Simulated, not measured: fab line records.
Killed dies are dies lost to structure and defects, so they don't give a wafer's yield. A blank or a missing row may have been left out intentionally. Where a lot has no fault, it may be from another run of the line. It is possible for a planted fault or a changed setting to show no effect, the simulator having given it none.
Chamber matching | flow nand harc | NHARC_A_STAIRCASE_DEP_417 on pecvd-02: 3 sister chambers
The step deposits Si3N4, target thk 60 nm. 14 wafers are shown with their chamber, then 7 later ones without.

== WAFERS WITH THEIR CHAMBER ==
wafer  | chamber | heater power w (W) | heater power outer w (W)
L075.2 | 1       | 624                | 378
L075.3 | 2       | 524                | 313
L075.4 | 1       | 646                | 388
L076.1 | 1       | 632                | 378
L076.2 | 0       | 644                | 352
L076.5 | 0       | 652                | 357
L081.1 | 0       | 712                | 393
L081.3 | 2       | 476                | 276
L081.6 | 0       | 707                | 405
L084.3 | 2       | 568                | 324
L084.5 | 0       | 728                | 450
L084.6 | 1       | 657                | 406
L093.2 | 1       | 638                | 404
L093.3 | 2       | 549                | 332

SIGNATURES (means of the wafers above)
reading              | chamber 0 | chamber 1 | chamber 2 | scatter within a chamber
heater power w       | 688.60    | 639.40    | 529.25    | 31.9
heater power outer w | 391.40    | 390.80    | 311.25    | 28.5
Rule: for a wafer and a chamber, the distance is found by dividing, reading by reading, the gap between the wafer's reading and the chamber's mean by the reading's scatter, squaring, summing and taking the root. The wafer belongs to the nearest chamber; if the next one is less than 2 further off, it can't be placed. The scatter: take each reading less its chamber's mean, square it, sum over the shown wafers, divide by the number of wafers less the number of chambers, and take the root.

== WAFERS WHOSE CHAMBER IS MISSING ==
wafer  | heater power w (W) | heater power outer w (W)
L093.5 | 555                | 337
L094.1 | 632                | 393
L094.3 | 531                | 318
L094.6 | 546                | 329
L095.1 | 538                | 325
L095.4 | 748                | 410
L095.5 | 617                | 348

== EACH ONE'S CHAMBER ==
wafer  | from the rows above          | in truth
L093.5 | 2                            | 2
L094.1 | can't be placed: 1 or 0      | 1
L094.3 | 2                            | 2
L094.6 | 2                            | 2
L095.1 | 2                            | 2
L095.4 | can't be placed: 0 or 1      | 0
L095.5 | can't be placed: 1 or 0 or 2 | 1
Correct placement for 4 of the 7. These rows do not allow placing 3 (true chamber among the candidates in 3). Number placed wrongly: 0.
